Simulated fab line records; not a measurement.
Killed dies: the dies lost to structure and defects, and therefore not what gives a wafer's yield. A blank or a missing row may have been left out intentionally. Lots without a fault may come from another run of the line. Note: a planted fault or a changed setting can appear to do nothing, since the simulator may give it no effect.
Check for tools in common    flow nandHarc    13 lots, 39 wafers sampled

== THE REASON FOR OPENING IT ==
At NHARC_A_ONON_D2_THK_MEAS_30 the reading thkNm is flagged on 2 of 13 lots. Wafers without a fault read 997 nm, standard deviation 8.8.
Rule: a lot gets a flag if all its wafers with a number sit over 4 standard deviations from that mean, or if no wafer of it has a number. The rest of the lots are taken to be sound.

lot   measured      on            thkNm (nm), wafer by wafer  flag
L938  day 12 20:34  filmMetro-01  1002 1001 1000              
L942  day 14 19:25  filmMetro-01  996 995 995                 
L944  day 15 08:24  filmMetro-02  1000 1000 999               
L943  day 15 08:24  filmMetro-01  982 983 982                 
L946  day 16 03:34  filmMetro-01  1008 1008 1008              
L945  day 16 03:35  filmMetro-02  994 993 993                 
L949  day 17 16:04  filmMetro-01  992 991 992                 
L950  day 18 17:23  filmMetro-01  985 986 986                 
L952  day 18 23:52  filmMetro-02  985 985 987                 
L956  day 20 20:41  filmMetro-01  1008 1008 1010              
L957  day 21 10:10  filmMetro-01  1555 1553 1556              FLAGGED
L958  day 21 19:34  filmMetro-01  1537 1537 1539              FLAGGED
L960  day 22 19:28  filmMetro-02  994 992 991                 
The mean of the flagged lots' numbers is 1546 nm, +549 nm from the usual (+62 standard deviations).

== WHICH TOOL RAN EACH LOT ==
Before the reading, the record contains 2 process steps out of a 1302-step route. Cell contents, in order: the tool; ch with the chambers the sampled wafers went through; the start.
lot   flag     NHARC_A_DECK1_JOINT_DEP_16       NHARC_A_ONON_D2_DEP_28
L938           pecvd-01 ch 0,1,2, day 12 07:24  pecvdOnon-03 ch 0, day 12 20:07
L942           pecvd-04 ch 0,1, day 14 06:07    pecvdOnon-04 ch 0, day 14 18:54
L944           pecvd-04 ch 0,1,2, day 14 19:37  pecvdOnon-04 ch 0, day 15 07:54
L943           pecvd-02 ch 0,1,2, day 14 19:37  pecvdOnon-03 ch 0, day 15 08:01
L946           pecvd-04 ch 0,1, day 15 14:29    pecvdOnon-04 ch 0, day 16 03:07
L945           pecvd-02 ch 0,2, day 15 14:31    pecvdOnon-02 ch 0, day 16 03:11
L949           pecvd-02 ch 0,1,2, day 17 02:53  pecvdOnon-03 ch 0, day 17 15:40
L950           pecvd-04 ch 0,1, day 18 04:37    pecvdOnon-03 ch 0, day 18 16:55
L952           pecvd-04 ch 0,1,2, day 18 10:45  pecvdOnon-03 ch 0, day 18 23:22
L956           pecvd-01 ch 0,1, day 20 07:30    pecvdOnon-03 ch 0, day 20 20:17
L957  FLAGGED  pecvd-01 ch 1,2, day 20 20:43    pecvdOnon-03 ch 0, day 21 09:38
L958  FLAGGED  pecvd-01 ch 0,1,2, day 21 06:41  pecvdOnon-03 ch 0, day 21 19:07
L960           pecvd-02 ch 0,1, day 22 06:41    pecvdOnon-02 ch 0, day 22 19:05
These steps, and what they do:
- NHARC_A_DECK1_JOINT_DEP_16: deposits SiO2, target thk 45 nm.
- NHARC_A_ONON_D2_DEP_28: target thk 1000 nm.
- NHARC_A_ONON_D2_THK_MEAS_30: measures by ellipsometry.

== FLAGGED OVER TOTAL, TOOL BY TOOL (the gauges that took the reading come last) ==
step                         tool          lots run  flagged  share of the flagged lots  sound lots run after its first flagged lot
NHARC_A_DECK1_JOINT_DEP_16   pecvd-01      4         2        all                        0
NHARC_A_DECK1_JOINT_DEP_16   pecvd-02      4         0        none                       -
NHARC_A_DECK1_JOINT_DEP_16   pecvd-04      5         0        none                       -
NHARC_A_ONON_D2_DEP_28       pecvdOnon-02  2         0        none                       -
NHARC_A_ONON_D2_DEP_28       pecvdOnon-03  8         2        all                        0
NHARC_A_ONON_D2_DEP_28       pecvdOnon-04  3         0        none                       -
NHARC_A_ONON_D2_THK_MEAS_30  filmMetro-01  9         2        all                        0
NHARC_A_ONON_D2_THK_MEAS_30  filmMetro-02  4         0        none                       -

== THE TABLE: WHAT IT ALLOWS ==
All flagged lots were run by 3 table rows, namely pecvd-01 at NHARC_A_DECK1_JOINT_DEP_16, pecvdOnon-03 at NHARC_A_ONON_D2_DEP_28, filmMetro-01 at NHARC_A_ONON_D2_THK_MEAS_30.
- pecvd-01 at NHARC_A_DECK1_JOINT_DEP_16 ran 4 lots, 2 of them flagged. A fault beginning between L956 (day 20 07:30), its last sound lot, and L957 (day 20 20:43), its first flagged one, fits the data.
- pecvdOnon-03 at NHARC_A_ONON_D2_DEP_28 ran 8 lots, 2 of them flagged. A fault beginning between L956 (day 20 20:17), its last sound lot, and L957 (day 21 09:38), its first flagged one, fits the data.
- filmMetro-01 at NHARC_A_ONON_D2_THK_MEAS_30 ran 9 lots, 2 of them flagged. A fault beginning between L956 (day 20 20:41), its last sound lot, and L957 (day 21 10:10), its first flagged one, fits the data.
Because each of these 3 tools fits a fault that began at some hour, counting lots does not separate them. More lots, or a look at what each step does to the wafer, might.

== WHAT WAS PUT IN BY THE SIMULATOR ==
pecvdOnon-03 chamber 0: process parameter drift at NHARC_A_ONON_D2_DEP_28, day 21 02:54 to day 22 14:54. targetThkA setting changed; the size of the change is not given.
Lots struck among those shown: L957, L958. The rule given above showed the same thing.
